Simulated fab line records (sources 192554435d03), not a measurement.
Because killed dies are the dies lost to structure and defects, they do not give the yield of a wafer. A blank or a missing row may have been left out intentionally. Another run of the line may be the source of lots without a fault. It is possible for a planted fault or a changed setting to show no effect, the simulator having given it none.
Matching of chambers + flow n5Finfet + rieDiel-02 running N5_BEOL_M6_VIA_ETCH_34: 4 sister chambers
The step etches SiCOH lowk in C4F6/O2, target depth 126.3 nm, time 50.9 s. 4 wafers are shown with their chamber, then 7 later ones without.

WAFERS PAIRED WITH THEIR CHAMBERS
| wafer  | chamber | drypumpMotorCurrentA (A) |
|--------|---------|--------------------------|
| L086.4 | 2       | 6.8                      |
| L086.5 | 1       | 5.7                      |
| L089.1 | 0       | 5.9                      |
| L089.4 | 3       | 5.4                      |

WAFERS WHOSE CHAMBER IS MISSING
| wafer  | drypumpMotorCurrentA (A) |
|--------|--------------------------|
| L089.6 | 6.8                      |
| L090.1 | 5.8                      |
| L090.3 | 5.9                      |
| L090.4 | 6.7                      |
| L094.1 | 5.9                      |
| L094.2 | 6.7                      |
| L094.4 | 5.7                      |

EACH ONE'S CHAMBER
| wafer  | from the rows above     | in truth |
|--------|-------------------------|----------|
| L089.6 | 2                       | 2        |
| L090.1 | can't be placed: 1 or 0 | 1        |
| L090.3 | 0                       | 0        |
| L090.4 | 2                       | 2        |
| L094.1 | 0                       | 0        |
| L094.2 | 2                       | 2        |
| L094.4 | 1                       | 1        |
6 of 7 placed correctly. Unplaceable from these rows: 1, with the true chamber sitting among the candidates in 1. Placed wrongly: 0.
How it was worked out, from the rows above alone: a wafer's distance from a chamber is the root of the sum, over the readings, of the square of ((its reading less the chamber's mean) divided by the reading's scatter). If the next closest chamber is less than 2 further off than the closest, the wafer can't be placed; otherwise it belongs to the closest. Each chamber's mean is taken over the wafers shown for it. The scatter: with one shown wafer a chamber, the root of the mean of the squares of how far each hidden wafer lies from its nearest shown one.
